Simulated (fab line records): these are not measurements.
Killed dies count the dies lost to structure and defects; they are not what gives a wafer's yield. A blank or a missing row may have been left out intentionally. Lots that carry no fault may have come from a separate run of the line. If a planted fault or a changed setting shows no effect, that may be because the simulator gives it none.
Struck lot and sound lot, side by side + flow nand harc + 13 out of 1302 route steps
Sound: wafers L538.1, L538.3, L538.4. The struck wafers were L529.1, L529.4, L529.5. The cause is given at the end.
Order at every step that has rows: each side's tool, ch and its chambers, its first start. Under that, the readings that differ: sound wafers + struck wafers + difference of the means + sigmas: that difference in standard deviations of wafers without a fault.
alike: readings whose means differ by less than 2 such deviations, and words and numbers that are the same on both sides. not compared: withheld readings, readings that some wafer has no value for, bounds like >300 that may hide the same value, and numbers for which the record gives no deviation and whose values overlap.
A row with sigmas, a row that says differs or no value, or rows on one side alone: a step with any of these is where the two part. Non-overlapping numbers with no deviation appear without sigmas and do not part them. Lack of a reading on every wafer of one side parts them only where that side has two or more wafers.

NHARC_A_CHANNEL_FILL_D1_THK_MEAS_06: measures by ellipsometry.
  struck on film metro-02, day 13 05:59; sound on film metro-01, day 17 06:37
  alike: thk nm
NHARC_A_CHANNEL_FILL_D1_ALD_25: deposits SiOx, target thk 60 nm, pulse time 10 s, ald cycles 600.
  sound on ald hk-01 ch 1,2,3, day 17 07:17; struck on ald hk-03 ch 1,2,3, day 13 06:02
  alike: heater power w, precursor pulse height rel, susceptor temp C
NHARC_A_CHANNEL_FILL_D1_ETCHBACK_08: etches the open film in C4F8, target depth 220 nm, time 110 s.
  sound on rie diel-05 ch 0,1,2; struck on rie diel-04 ch 2,3, day 13 22:37
  alike: chamber pressure mTorr, oes product au, rf vpp V
  not compared: rf hours counter h
NHARC_A_CHANNEL_FILL_D1_STRIP_29: strips in O2, time 20 s.
  sound on rie diel-05 ch 0,1,2; struck on rie diel-04 ch 2,3
  alike: drypump motor current A, o2 flow sccm, oes product au, rf vpp V, showerhead plenum p Torr, throttle valve pct
  not compared: rf hours counter h
then, 3 steps without rows for these wafers: NHARC_A_CHANNEL_FILL_D1_PRECLEAN_30 (cleans in dHF, time 30 s); NHARC_A_CHANNEL_FILL_D1_SRD_31; NHARC_A_CHANNEL_FILL_D1_CVD_09 (deposits poly-Si, target thk 150 nm, time 3000 s).
NHARC_A_CHANNEL_FILL_D1_CMP_10: polishes, target thk 150 nm.
  sound on cmp-01 ch 0,2,3, day 17 18:49; struck on cmp-04 ch 0,1, day 14 04:33
  alike: motor current A, time to endpoint s
following that, these wafers have no rows for 1 step: NHARC_A_CHANNEL_FILL_D1_SRD_12.
NHARC_A_CHANNEL_FILL_D1_INSPECT_13:
  struck on defect inspect-02, day 14 04:58; sound on defect inspect-02, day 17 19:13
  alike: raw defect count
NHARC_A_DECK1_JOINT_ETCHBACK_07: etches the open film in HBr, target depth 105 nm, time 26.9 s.
  sound on rie si-06 ch 0,1,2, day 17 19:16; struck on rie si-04 ch 0,1,2, day 14 05:02
  no value came back on the struck wafers for any of 7 readings (bias w (W), chamber pressure mTorr (mTorr) and others); on the sound wafers bias w (W) reads 59.96 59.91 59.88
then, 1 step without rows for these wafers: NHARC_A_DECK1_JOINT_ETCH_25 (etches SiO2 in dHF, target depth 0.5 nm).
-- jump in the record: it breaks off in module A_DECK1_JOINT and resumes in module END (first step shown: number 1302 of the route), and 14 days separate the struck wafers' starts before and after --
NHARC_END_SORT_01:
  here the record holds rows for the struck wafers (prober-02 ch 0, day 27 18:23) but none for the sound ones

== WHERE THEY PART ==
Last at NHARC_END_SORT_01 as far as this record goes, first at NHARC_A_DECK1_JOINT_ETCHBACK_07.

WHY: whatever the simulator had introduced
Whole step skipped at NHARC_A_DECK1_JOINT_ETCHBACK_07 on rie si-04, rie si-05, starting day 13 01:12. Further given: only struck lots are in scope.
